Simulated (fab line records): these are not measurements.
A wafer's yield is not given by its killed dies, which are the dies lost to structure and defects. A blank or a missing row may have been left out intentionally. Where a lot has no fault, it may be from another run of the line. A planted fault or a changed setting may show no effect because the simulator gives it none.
Problem report, 8D (eight disciplines) form, completed by code :: flow n5Finfet :: the parts of the form that need people (team, actions taken, sign-off) are left out

## 1. THE PROBLEM
On 3 wafers of 1 lot, killed_at_M0_to_M3 at N5_PASSIVATION_PROBE_49 has a mean of 122; fault-free wafers read 35, standard deviation 12. Relative to the usual mean, that is a shift of +7.2 standard deviations.
The first sign was on wafer L823.2 at day 14 20:23, on prober-01. At this step, 6 wafers from 2 lots have a number in the record. The rule behind "out" and "out of limits": a value lying over 4 standard deviations away from the usual mean. Any other wafer with a number is counted as sound.

## 2. WHAT THIS IS AND IS NOT
question: which readings at this step
is: killed_at_M0_to_M3, sort_bin_5_function
is not: killedAtContacts, killedAtOther, killedShort

question: which lots
is: L823
is not: L829

question: which wafers of those lots
is: all that have a number
is not: -

question: read on which tools
is: prober-01
is not: prober-02

question: when
is: from day 14 20:23
is not: up to then (0 sound wafers); but 3 sound wafers of L829 came after

## 3. SUSPECTS, AND WHAT RULES EACH OUT
Counting: a tool at a process step up to the reading stays a suspect if it ran every lot that is out and no sound lot after the first of them.
- pecvd-01 at N5_BEOL_M1_ILD_DEP_00 (deposits SiOC from DEMS/O2, target thk 79 nm, time 15.3 s): kept. It ran the lot that is out, L823 (day 8 05:56), and no sound lot after that.
- rieDiel-01 at N5_MIM_BOT_ETCH_ETCH_04 (etches SiNx in CF4/O2, target depth 26 nm, time 13 s): kept. It ran the lot that is out, L823 (day 14 10:37), and no sound lot after that.
- pecvd-03 at N5_PASSIVATION_PECVD_01 (deposits SiNx from SiH4/NH3/N2, target thk 200 nm, time 43.2 s): ruled out as a lasting fault. After its first lot that is out, L823 (day 14 11:29), sound lots L829 ran on it.
- prober-01 at N5_PASSIVATION_PROBE_49: kept. It ran the lot that is out, L823 (day 14 20:23), and no sound lot after that. Out on those wafers are its own readings of killed_at_M0_to_M3, sort_bin_5_function.
Left after counting: pecvd-01 at N5_BEOL_M1_ILD_DEP_00, rieDiel-01 at N5_MIM_BOT_ETCH_ETCH_04, prober-01 at N5_PASSIVATION_PROBE_49.

## 4. THE CAUSE (what the simulator had put in)
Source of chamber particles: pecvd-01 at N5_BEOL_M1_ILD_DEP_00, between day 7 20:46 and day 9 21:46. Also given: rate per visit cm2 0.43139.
Of the 3 suspects that counting leaves, this tool is one.

## 5. SEQUENCE OF EFFECTS, ordered by route
One row per reading whose mean, taken over the struck wafers that have a number, lies over 3 standard deviations from the usual. Only readings whose record carries a usual standard deviation are examined. hours: median over the lots of the time between each lot's start at the first step of this table that gives one and its start at this step. sigmas: the change, counted in usual standard deviations.
hours: 0
step: N5_PASSIVATION_PROBE_49
reading: defectLimitedYield
usual: 91.4 %
on struck wafers: 84.0
change: -7.4
sigmas: -4.9

hours: 0
step: N5_PASSIVATION_PROBE_49
reading: killed_at_M0_to_M3
usual: 35
on struck wafers: 122
change: +87
sigmas: +7.2

hours: 0
step: N5_PASSIVATION_PROBE_49
reading: killedDies
usual: 101
on struck wafers: 189
change: +88
sigmas: +4.9

hours: 0
step: N5_PASSIVATION_PROBE_49
reading: sort_bin_5_function
usual: 5.0 %
on struck wafers: 10.4
change: +5.4
sigmas: +5.4

hours: 0
step: N5_PASSIVATION_PROBE_49
reading: sortNPass
usual: 1079
on struck wafers: 991
change: -88
sigmas: -4.9

hours: 0
step: N5_PASSIVATION_PROBE_49
reading: sortYieldPct
usual: 91.4 %
on struck wafers: 84.0
change: -7.4
sigmas: -4.9
Process steps it contains:
- N5_PASSIVATION_PROBE_49

## 6. HOW IT WOULD HAVE BEEN CAUGHT EARLIER
In this record no reading fell out of limits until day 14 20:23, 168 hours after the fault had begun at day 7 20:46.
An alarm limit of 4 standard deviations would not have fired on the tool readings at N5_BEOL_M1_ILD_DEP_00 for which the record gives a usual standard deviation, since none of them was out on any struck wafer.
By day 14 20:23 the whole set of lots that are out, 1 in number, had already begun N5_BEOL_M1_ILD_DEP_00 on pecvd-01. None of them would have been spared by holding the tool at that moment.
